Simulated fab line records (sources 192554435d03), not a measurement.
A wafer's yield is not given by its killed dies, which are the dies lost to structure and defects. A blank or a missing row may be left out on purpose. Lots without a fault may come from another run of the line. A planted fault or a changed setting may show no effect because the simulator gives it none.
fab line records    flow n5Finfet
record: lots: 24  wafers: 72  lastDay: 18
route steps=1938 shown BEOL_M2@926 BEOL_M3@990 BEOL_M4@1023
lots untouched by any fault: they come from a run of this same line in which no faults occurred
startH: start of the lot's first displayed wafer, in hours after the record's first day    waitH: hours from the lot's prior step to this one    " same as the row above    L1.1+2: a single row standing in for several wafers    - no value present, or no start provided    * or withheld: withheld    < > ~ a bound
route shown NAME@n: a module of which the file shows steps, and the number in the route of the first    usual: the fault-free wafers' mean and standard deviation    same: alike in all rows    chamber/n: place in a boat    sites: readings site by site    _std_site: how widely they spread, as a standard deviation    _edge_site: the outer-site mean with the inner-site mean subtracted    radiusMm: for every site, how far away it sits from the centre of the wafer    mask NAME#n: copy n    behind: the most recent tool/chamber to have shaped the wafer    hold: why the lot was held/for how many hours/how that ended    device: the transistor (n, p or np) that didn't switch    end of line: the same wafers' tests at the end of the route    for a step that has no rows: nothing shown but its recipe    killed: at the first sort, the dies lost to defects and structure; wafer yield is something else    map: a wafer's dies, marking killed ones x, the rest . and places with no die _
set.NAME: setting as actually run; set.NAME@STEP: the setting as run at that earlier step    model.NAME: the simulator's own value behind a step, which no gauge read
route steps across a sampled set of lots; one table per step, one row per wafer
services: from which hour (startH, from the record's first day; less than 0 if before it) a tool's chamber was out of use, for how many hours, and why
== steps ==
step: N5_BEOL_M2_CO_CAP_55
recipe: material: Co  targetThkA: 20  tempC: 200  precursor: CCTBA/H2  pressureTorr: 30  timeS: 102.1
usual: heaterPowerOuterW: 133/14  heaterPowerW: 243/18
same: timeS: 102.1
lot.wafer  tool      chamber  startH  waitH  heaterPowerOuterW  heaterPowerW
L074.3     cvdCo-02  1        144.55  0.0    119                241
L074.4     "         1        "       "      122                246
L074.5     "         0        "       "      114                209
L075.1     cvdCo-01  0        148.45  0.0    141                274
L075.3     "         1        "       "      131                247
L075.6     "         1        "       "      132                245
L076.1     cvdCo-02  2        158.42  0.0    159                250
L076.3     "         0        "       "      114                207
L076.4     "         2        "       "      157                257
L077.1     cvdCo-02  1        161.65  0.0    120                252
L077.3     "         0        "       "      109                212
L077.6     "         1        "       "      124                245
L079.1     cvdCo-01  0        172.94  0.0    142                265
L079.4     "         2        "       "      130                235
L079.6     "         0        "       "      141                256
L078.1     cvdCo-01  1        174.95  0.0    131                244
L078.4     "         0        "       "      144                264
L078.5     "         2        "       "      130                232
L080.1     cvdCo-02  1        178.10  0.0    119                246
L080.3     "         2        "       "      160                263
L080.5     "         0        "       "      111                212
L081.1     cvdCo-02  0        190.14  0.0    114                204
L081.2     "         2        "       "      158                253
L081.5     "         2        "       "      158                257
L082.1     cvdCo-01  2        198.31  0.0    130                226
L082.5     "         2        "       "      130                236
L082.6     "         0        "       "      140                258
L083.4     cvdCo-01  2        205.68  0.0    134                227
L083.5     "         1        "       "      128                241
L083.6     "         0        "       "      144                272
L084.2     cvdCo-02  0        214.23  0.0    115                206
L084.4     "         1        "       "      122                247
L084.5     "         0        "       "      114                211
L085.2     cvdCo-01  1        218.38  0.0    132                250
L085.4     "         2        "       "      128                230
L085.6     "         1        "       "      131                247
L086.1     cvdCo-01  0        221.52  0.0    143                261
L086.2     "         1        "       "      128                246
L086.3     "         2        "       "      132                230
L087.1     cvdCo-02  2        224.03  0.0    161                256
L087.2     "         1        "       "      122                246
L087.6     "         0        "       "      113                204
L088.1     cvdCo-01  2        227.01  0.0    134                232
L088.4     "         1        "       "      130                239
L088.6     "         2        "       "      129                233
L090.3     cvdCo-02  2        241.59  0.0    160                257
L090.4     "         0        "       "      113                212
L090.5     "         2        "       "      155                253
L089.2     cvdCo-02  2        243.10  0.0    156                259
L089.3     "         1        "       "      122                244
L089.5     "         2        "       "      154                264
L091.2     cvdCo-01  0        247.88  0.0    146                262
L091.4     "         1        "       "      130                241
L091.6     "         2        "       "      132                230
L092.2     cvdCo-01  0        249.95  0.0    145                264
L092.3     "         1        "       "      133                242
L092.5     "         2        "       "      135                231
L094.1     cvdCo-02  1        266.00  0.0    120                250
L094.3     "         0        "       "      114                206
L094.4     "         2        "       "      154                259
L093.1     cvdCo-01  0        268.68  0.0    141                268
L093.4     "         0        "       "      140                259
L093.6     "         1        "       "      131                248
L095.2     cvdCo-01  2        279.58  0.0    132                232
L095.3     "         1        "       "      130                241
L095.4     "         0        "       "      148                265
L096.3     cvdCo-02  0        282.31  0.0    113                208
L096.4     "         0        "       "      112                207
L096.5     "         2        "       "      157                267
L097.2     cvdCo-01  2        284.43  0.0    133                232
L097.3     "         1        "       "      130                248
L097.4     "         1        "       "      130                241
step: N5_BEOL_M3_PRE_CLEAN_45
recipe: gas: H2/He  timeS: 30  tempC: 250
usual: heaterPowerW: 315/30
same: timeS: 30
lot.wafer  tool           chamber  startH  waitH  heaterPowerW
L074.3     pvdSputter-03  -        152.08  0.0    282
L074.4     "              -        "       "      285
L074.5     "              -        "       "      290
L075.1     pvdSputter-03  -        155.00  0.0    317
L075.3     "              -        "       "      283
L075.6     "              -        "       "      296
L076.1     pvdSputter-03  -        169.58  0.0    328
L076.3     "              -        "       "      293
L076.4     "              -        "       "      284
L077.1     pvdSputter-03  -        174.74  0.0    333
L077.3     "              -        "       "      318
L077.6     "              -        "       "      294
L079.1     pvdSputter-01  -        177.28  0.0    274
L079.4     "              -        "       "      331
L079.6     "              -        "       "      349
L078.1     pvdSputter-03  -        184.31  0.0    329
L078.4     "              -        "       "      290
L078.5     "              -        "       "      326
L080.1     pvdSputter-02  -        188.50  0.0    380
L080.3     "              -        "       "      288
L080.5     "              -        "       "      376
L081.1     pvdSputter-01  -        197.56  0.0    345
L081.2     "              -        "       "      263
L081.5     "              -        "       "      272
L082.1     pvdSputter-01  -        205.48  0.0    309
L082.5     "              -        "       "      348
L082.6     "              -        "       "      271
L083.4     pvdSputter-01  -        220.86  0.0    315
L083.5     "              -        "       "      277
L083.6     "              -        "       "      344
L084.2     pvdSputter-02  -        226.87  0.0    319
L084.4     "              -        "       "      283
L084.5     "              -        "       "      315
L085.2     pvdSputter-01  -        230.59  0.0    353
L085.4     "              -        "       "      268
L085.6     "              -        "       "      268
L086.1     pvdSputter-03  -        230.61  0.0    288
L086.2     "              -        "       "      291
L086.3     "              -        "       "      311
L087.1     pvdSputter-01  -        234.01  0.0    329
L087.2     "              -        "       "      319
L087.6     "              -        "       "      310
L088.1     pvdSputter-02  -        237.88  0.0    329
L088.4     "              -        "       "      367
L088.6     "              -        "       "      368
L090.3     pvdSputter-01  -        248.21  0.0    315
L090.4     "              -        "       "      322
L090.5     "              -        "       "      274
L089.2     pvdSputter-02  -        248.23  0.0    381
L089.3     "              -        "       "      283
L089.5     "              -        "       "      370
L091.2     pvdSputter-01  -        261.86  0.0    270
L091.4     "              -        "       "      317
L091.6     "              -        "       "      318
L092.2     pvdSputter-03  -        265.15  0.0    293
L092.3     "              -        "       "      288
L092.5     "              -        "       "      333
L094.1     pvdSputter-01  -        271.57  0.0    276
L094.3     "              -        "       "      352
L094.4     "              -        "       "      326
L093.1     pvdSputter-02  -        273.83  0.0    335
L093.4     "              -        "       "      285
L093.6     "              -        "       "      290
L095.2     pvdSputter-01  -        289.85  0.0    330
L095.3     "              -        "       "      271
L095.4     "              -        "       "      320
L096.3     pvdSputter-02  -        290.34  0.0    332
L096.4     "              -        "       "      372
L096.5     "              -        "       "      377
L097.2     pvdSputter-02  -        300.17  0.0    376
L097.3     "              -        "       "      276
L097.4     "              -        "       "      321
step: N5_BEOL_M3_SURFACE_TREAT_85
recipe: gas: Ar  timeS: *  ionEnergyEv: *  ionCurrentMaCm2: 0.5  pressureMtorr: *  arFlowSccm: 30
usual: pressureMtorr: *  throttleValvePct: *
same: timeS: *
lot.wafer  tool           chamber  startH  waitH  pressureMtorr  throttleValvePct
L074.3     pvdSputter-03  -        152.40  0.2    *              *
L074.4     "              -        "       "      *              *
L074.5     "              -        "       "      *              *
L075.1     pvdSputter-02  -        155.30  0.1    *              *
L075.3     "              -        "       "      *              *
L075.6     "              -        "       "      *              *
L076.1     pvdSputter-02  -        169.89  0.1    *              *
L076.3     "              -        "       "      *              *
L076.4     "              -        "       "      *              *
L077.1     pvdSputter-03  -        175.10  0.2    *              *
L077.3     "              -        "       "      *              *
L077.6     "              -        "       "      *              *
L079.1     pvdSputter-03  -        177.62  0.2    *              *
L079.4     "              -        "       "      *              *
L079.6     "              -        "       "      *              *
L078.1     pvdSputter-03  -        184.75  0.3    *              *
L078.4     "              -        "       "      *              *
L078.5     "              -        "       "      *              *
L080.1     pvdSputter-01  -        188.96  0.3    *              *
L080.3     "              -        "       "      *              *
L080.5     "              -        "       "      *              *
L081.1     pvdSputter-01  -        197.90  0.2    *              *
L081.2     "              -        "       "      *              *
L081.5     "              -        "       "      *              *
L082.1     pvdSputter-03  -        207.54  1.7    *              *
L082.5     "              -        "       "      *              *
L082.6     "              -        "       "      *              *
L083.4     pvdSputter-03  -        221.16  0.0    *              *
L083.5     "              -        "       "      *              *
L083.6     "              -        "       "      *              *
L084.2     pvdSputter-02  -        227.17  0.1    *              *
L084.4     "              -        "       "      *              *
L084.5     "              -        "       "      *              *
L085.2     pvdSputter-02  -        230.95  0.2    *              *
L085.4     "              -        "       "      *              *
L085.6     "              -        "       "      *              *
L086.1     pvdSputter-03  -        230.97  0.2    *              *
L086.2     "              -        "       "      *              *
L086.3     "              -        "       "      *              *
L087.1     pvdSputter-01  -        234.37  0.2    *              *
L087.2     "              -        "       "      *              *
L087.6     "              -        "       "      *              *
L088.1     pvdSputter-01  -        238.19  0.1    *              *
L088.4     "              -        "       "      *              *
L088.6     "              -        "       "      *              *
L090.3     pvdSputter-02  -        248.54  0.2    *              *
L090.4     "              -        "       "      *              *
L090.5     "              -        "       "      *              *
L089.2     pvdSputter-03  -        249.15  0.6    *              *
L089.3     "              -        "       "      *              *
L089.5     "              -        "       "      *              *
L091.2     pvdSputter-03  -        262.43  0.4    *              *
L091.4     "              -        "       "      *              *
L091.6     "              -        "       "      *              *
L092.2     pvdSputter-02  -        265.53  0.1    *              *
L092.3     "              -        "       "      *              *
L092.5     "              -        "       "      *              *
L094.1     pvdSputter-01  -        271.89  0.2    *              *
L094.3     "              -        "       "      *              *
L094.4     "              -        "       "      *              *
L093.1     pvdSputter-01  -        274.16  0.2    *              *
L093.4     "              -        "       "      *              *
L093.6     "              -        "       "      *              *
L095.2     pvdSputter-02  -        290.18  0.2    *              *
L095.3     "              -        "       "      *              *
L095.4     "              -        "       "      *              *
L096.3     pvdSputter-01  -        290.81  0.3    *              *
L096.4     "              -        "       "      *              *
L096.5     "              -        "       "      *              *
L097.2     pvdSputter-01  -        300.61  0.2    *              *
L097.3     "              -        "       "      *              *
L097.4     "              -        "       "      *              *
step: N5_BEOL_M3_ANNEAL_93
recipe: tempC: 400  timeS: 240  ambient: vacuum
usual: heaterPowerW: 794/71
same: timeS: 240
lot.wafer  tool           chamber  startH  waitH  heaterPowerW
L074.3     pvdSputter-02  -        154.26  0.0    936
L074.4     "              -        "       "      837
L074.5     "              -        "       "      796
L075.1     pvdSputter-02  -        156.92  0.0    829
L075.3     "              -        "       "      790
L075.6     "              -        "       "      705
L076.1     pvdSputter-03  -        171.90  0.0    727
L076.3     "              -        "       "      833
L076.4     "              -        "       "      781
L079.1     pvdSputter-03  -        179.24  0.0    766
L079.4     "              -        "       "      848
L079.6     "              -        "       "      714
L077.1     pvdSputter-02  -        179.56  2.7    808
L077.3     "              -        "       "      960
L077.6     "              -        "       "      809
L078.1     pvdSputter-03  -        186.83  0.0    708
L078.4     "              -        "       "      699
L078.5     "              -        "       "      779
L080.1     pvdSputter-01  -        190.70  0.0    858
L080.3     "              -        "       "      684
L080.5     "              -        "       "      818
L081.1     pvdSputter-03  -        199.58  0.0    833
L081.2     "              -        "       "      807
L081.5     "              -        "       "      842
L082.1     pvdSputter-03  -        209.16  0.0    841
L082.5     "              -        "       "      709
L082.6     "              -        "       "      772
L083.4     pvdSputter-01  -        223.32  0.0    870
L083.5     "              -        "       "      802
L083.6     "              -        "       "      866
L084.2     pvdSputter-01  -        228.83  0.0    781
L084.4     "              -        "       "      672
L084.5     "              -        "       "      816
L085.2     pvdSputter-03  -        232.69  0.0    840
L085.4     "              -        "       "      744
L085.6     "              -        "       "      726
L086.1     pvdSputter-01  -        232.83  0.0    822
L086.2     "              -        "       "      862
L086.3     "              -        "       "      800
L087.1     pvdSputter-01  -        236.37  0.0    697
L087.2     "              -        "       "      813
L087.6     "              -        "       "      800
L088.1     pvdSputter-03  -        239.81  0.0    734
L088.4     "              -        "       "      731
L088.6     "              -        "       "      781
L090.3     pvdSputter-02  -        251.85  0.0    934
L090.4     "              -        "       "      815
L090.5     "              -        "       "      709
L089.2     pvdSputter-01  -        251.85  0.0    866
L089.3     "              -        "       "      814
L089.5     "              -        "       "      830
L091.2     pvdSputter-03  -        264.21  0.0    721
L091.4     "              -        "       "      706
L091.6     "              -        "       "      826
L092.2     pvdSputter-02  -        267.37  0.0    710
L092.3     "              -        "       "      818
L092.5     "              -        "       "      711
L094.1     pvdSputter-01  -        273.54  0.0    696
L094.3     "              -        "       "      808
L094.4     "              -        "       "      880
L093.1     pvdSputter-02  -        275.87  0.0    906
L093.4     "              -        "       "      723
L093.6     "              -        "       "      938
L095.2     pvdSputter-02  -        291.82  0.0    932
L095.3     "              -        "       "      811
L095.4     "              -        "       "      843
L096.3     pvdSputter-01  -        292.51  0.0    667
L096.4     "              -        "       "      860
L096.5     "              -        "       "      815
L097.2     pvdSputter-02  -        302.23  0.0    818
L097.3     "              -        "       "      701
L097.4     "              -        "       "      931
step: N5_BEOL_M3_RS_MEAS_58
recipe: thkMeasGauge: four-point-probe  reads: Co_of_BEOL_M3_CO_CAP_55+Cu_of_BEOL_M3_ECD_50+Co_of_BEOL_M3_CVD_47+TaN_of_BEOL_M3_ALD_84
usual: M3_RS: 0.66/0.031
lot.wafer  tool          chamber  startH  waitH  M3_RS[ohm/sq]
L074.3     filmMetro-01  -        155.87  0.1    0.66
L074.4     "             -        "       "      0.64
L074.5     "             -        "       "      0.66
L075.1     filmMetro-02  -        158.35  0.0    0.67
L075.3     "             -        "       "      0.65
L075.6     "             -        "       "      0.62
L076.1     filmMetro-02  -        173.57  0.1    0.70
L076.3     "             -        "       "      0.69
L076.4     "             -        "       "      0.68
L079.1     filmMetro-02  -        180.65  0.0    0.71
L079.4     "             -        "       "      0.72
L079.6     "             -        "       "      0.62
L077.1     filmMetro-02  -        180.96  0.0    0.72
L077.3     "             -        "       "      0.69
L077.6     "             -        "       "      0.66
L078.1     filmMetro-01  -        188.25  0.0    0.68
L078.4     "             -        "       "      0.64
L078.5     "             -        "       "      0.61
L080.1     filmMetro-01  -        192.10  0.0    0.67
L080.3     "             -        "       "      0.69
L080.5     "             -        "       "      0.65
L081.1     filmMetro-02  -        200.99  0.0    0.70
L081.2     "             -        "       "      0.72
L081.5     "             -        "       "      0.65
L082.1     filmMetro-01  -        210.60  0.0    0.67
L082.5     "             -        "       "      0.65
L082.6     "             -        "       "      0.70
L083.4     filmMetro-01  -        224.80  0.0    0.65
L083.5     "             -        "       "      0.69
L083.6     "             -        "       "      0.67
L084.2     filmMetro-01  -        230.27  0.1    0.67
L084.4     "             -        "       "      0.62
L084.5     "             -        "       "      0.61
L085.2     filmMetro-02  -        234.10  0.1    0.70
L085.4     "             -        "       "      0.69
L085.6     "             -        "       "      0.71
L086.1     filmMetro-01  -        234.24  0.0    0.70
L086.2     "             -        "       "      0.71
L086.3     "             -        "       "      0.69
L087.1     filmMetro-02  -        237.78  0.0    0.68
L087.2     "             -        "       "      0.68
L087.6     "             -        "       "      0.64
L088.1     filmMetro-02  -        241.22  0.0    0.67
L088.4     "             -        "       "      0.65
L088.6     "             -        "       "      0.65
L090.3     filmMetro-02  -        253.26  0.1    0.68
L090.4     "             -        "       "      0.65
L090.5     "             -        "       "      0.64
L089.2     filmMetro-01  -        253.56  0.1    0.69
L089.3     "             -        "       "      0.68
L089.5     "             -        "       "      0.64
L091.2     filmMetro-01  -        266.00  0.1    0.65
L091.4     "             -        "       "      0.62
L091.6     "             -        "       "      0.64
L092.2     filmMetro-01  -        269.28  0.1    0.68
L092.3     "             -        "       "      0.69
L092.5     "             -        "       "      0.65
L094.1     filmMetro-01  -        274.96  0.0    0.72
L094.3     "             -        "       "      0.69
L094.4     "             -        "       "      0.73
L093.1     filmMetro-01  -        277.29  0.0    0.61
L093.4     "             -        "       "      0.59
L093.6     "             -        "       "      0.60
L095.2     filmMetro-01  -        293.23  0.1    0.69
L095.3     "             -        "       "      0.68
L095.4     "             -        "       "      0.67
L096.3     filmMetro-01  -        293.96  0.1    0.64
L096.4     "             -        "       "      0.64
L096.5     "             -        "       "      0.64
L097.2     filmMetro-01  -        303.65  0.1    0.65
L097.3     "             -        "       "      0.62
L097.4     "             -        "       "      0.61
step: N5_BEOL_M4_PECVD_72
recipe: material: SiO2  targetThkA: 160  tempC: 400  precursor: TEOS/O2  pressureTorr: 5.5  rfW: 450  teosFlowSccm: 53.8  gas: O2  flowSccm: 3000  timeS: 18
usual: heaterPowerOuterW: 443/68  heaterPowerW: 760/130  showerheadPlenumPTorr: 8.79/0.044  throttleValvePct: 21.6/1
same: timeS: 18
lot.wafer  tool      chamber  startH  waitH  heaterPowerOuterW  heaterPowerW  showerheadPlenumPTorr  throttleValvePct
L074.3     pecvd-04  0        156.07  0.1    555                883           8.84                   20.1
L074.4     "         2        "       "      537                873           8.78                   22.0
L074.5     "         0        "       "      551                865           8.84                   20.6
L075.1     pecvd-02  0        158.52  0.0    390                677           8.82                   21.7
L075.3     "         1        "       "      474                810           8.77                   22.5
L075.6     "         2        "       "      336                521           8.81                   20.4
L076.1     pecvd-02  2        173.74  0.0    354                548           8.78                   20.3
L076.3     "         0        "       "      452                758           8.81                   22.4
L076.4     "         2        "       "      356                555           8.79                   20.5
L079.1     pecvd-02  1        180.82  0.0    462                800           8.78                   22.2
L079.4     "         0        "       "      356                605           8.81                   22.0
L079.6     "         2        "       "      346                553           8.80                   20.5
L077.1     pecvd-04  1        181.13  0.0    412                857           8.74                   21.5
L077.3     "         0        "       "      486                819           8.85                   20.7
L077.6     "         0        "       "      490                789           8.86                   20.6
L078.1     pecvd-04  0        188.42  0.0    547                880           8.86                   20.4
L078.4     "         1        "       "      460                925           8.71                   21.5
L078.5     "         2        "       "      482                777           8.80                   22.2
L080.1     pecvd-04  2        192.27  0.0    510                838           8.80                   22.4
L080.3     "         1        "       "      508                997           8.70                   21.6
L080.5     "         1        "       "      513                966           8.72                   21.4
L081.1     pecvd-04  0        201.16  0.0    506                842           8.85                   20.6
L081.2     "         2        "       "      437                762           8.78                   22.2
L081.5     "         2        "       "      448                750           8.77                   22.3
L082.1     pecvd-01  2        210.78  0.0    421                711           8.80                   20.3
L082.5     "         2        "       "      432                720           8.79                   19.9
L082.6     "         1        "       "      319                587           8.78                   22.9
L083.4     pecvd-04  1        224.98  0.1    438                877           8.71                   21.5
L083.5     "         0        "       "      566                890           8.85                   20.5
L083.6     "         1        "       "      435                886           8.70                   21.5
L084.2     pecvd-04  0        230.45  0.0    465                790           8.84                   20.6
L084.4     "         0        "       "      470                807           8.86                   20.5
L084.5     "         1        "       "      414                853           8.72                   21.7
L085.2     pecvd-04  2        234.27  0.0    488                787           8.76                   20.6
L085.4     "         1        "       "      448                888           8.71                   21.5
L085.6     "         0        "       "      521                869           8.85                   20.4
L086.1     pecvd-02  1        234.41  0.0    486                848           8.76                   22.4
L086.2     "         0        "       "      355                643           8.80                   22.2
L086.3     "         2        "       "      333                508           8.75                   20.3
L087.1     pecvd-02  2        237.95  0.0    379                589           8.79                   20.4
L087.2     "         1        "       "      529                893           8.76                   22.5
L087.6     "         1        "       "      525                881           8.79                   22.7
L088.1     pecvd-02  2        241.39  0.0    396                610           8.80                   20.7
L088.4     "         2        "       "      395                610           8.80                   20.5
L088.6     "         1        "       "      486                826           8.77                   22.4
L090.3     pecvd-02  2        253.43  0.0    368                562           8.79                   20.5
L090.4     "         1        "       "      488                830           8.77                   22.7
L090.5     "         2        "       "      381                564           8.79                   20.5
L089.2     pecvd-01  2        253.72  0.0    430                710           8.82                   20.2
L089.3     "         0        "       "      453                763           8.79                   23.9
L089.5     "         0        "       "      459                751           8.80                   24.0
L091.2     pecvd-04  2        266.17  0.0    545                883           8.74                   20.6
L091.4     "         0        "       "      535                838           8.86                   20.4
L091.6     "         1        "       "      441                892           8.71                   21.8
L092.2     pecvd-02  2        269.45  0.0    347                550           8.80                   20.7
L092.3     "         1        "       "      534                899           8.76                   22.5
L092.5     "         0        "       "      446                744           8.80                   22.1
L094.1     pecvd-02  0        275.13  0.0    389                677           8.81                   22.3
L094.3     "         1        "       "      541                896           8.77                   22.4
L094.4     "         1        "       "      524                877           8.75                   22.3
L093.1     pecvd-02  0        277.46  0.0    420                727           8.81                   22.2
L093.4     "         0        "       "      404                716           8.80                   22.4
L093.6     "         1        "       "      461                768           8.77                   22.4
L095.2     pecvd-04  0        293.40  0.0    462                777           8.86                   20.6
L095.3     "         2        "       "      548                865           8.75                   20.7
L095.4     "         0        "       "      460                780           8.85                   20.6
L096.3     pecvd-02  0        294.12  0.0    368                650           8.81                   22.3
L096.4     "         2        "       "      396                596           8.81                   20.5
L096.5     "         0        "       "      376                665           8.80                   22.1
L097.2     pecvd-01  1        303.82  0.0    297                530           8.78                   23.2
L097.3     "         2        "       "      454                733           8.80                   20.3
L097.4     "         2        "       "      449                746           8.83                   20.2
== services ==
tool      chamber  startH  hours  kind
cvdCo-02  1        122.41  -      clean
cvdCo-02  1        122.41  22.0   scheduledDown
cvdCo-02  1        122.41  22.0   ventCycle
pecvd-04  1        127.07  5.0    scheduledDown
pecvd-02  0        129.75  2.1    scheduledDown
pecvd-04  -        133.79  2.8    pm
pecvd-04  -        138.03  0.5    repair
pecvd-01  -        146.33  0.9    repair
pecvd-04  1        152.85  5.5    scheduledDown
pecvd-02  -        181.36  28.1   pm
pecvd-04  -        181.78  1.6    repair
pecvd-04  2        202.47  -      clean
pecvd-04  2        202.47  -      consumableReplace:showerhead
pecvd-04  2        202.47  29.0   scheduledDown
pecvd-04  2        202.47  29.0   ventCycle
cvdCo-01  -        228.17  6.0    pm
pecvd-01  0        229.86  2.1    scheduledDown
pecvd-01  -        232.63  14.6   pm
pecvd-02  2        260.86  -      calibration
== key ==
fault none
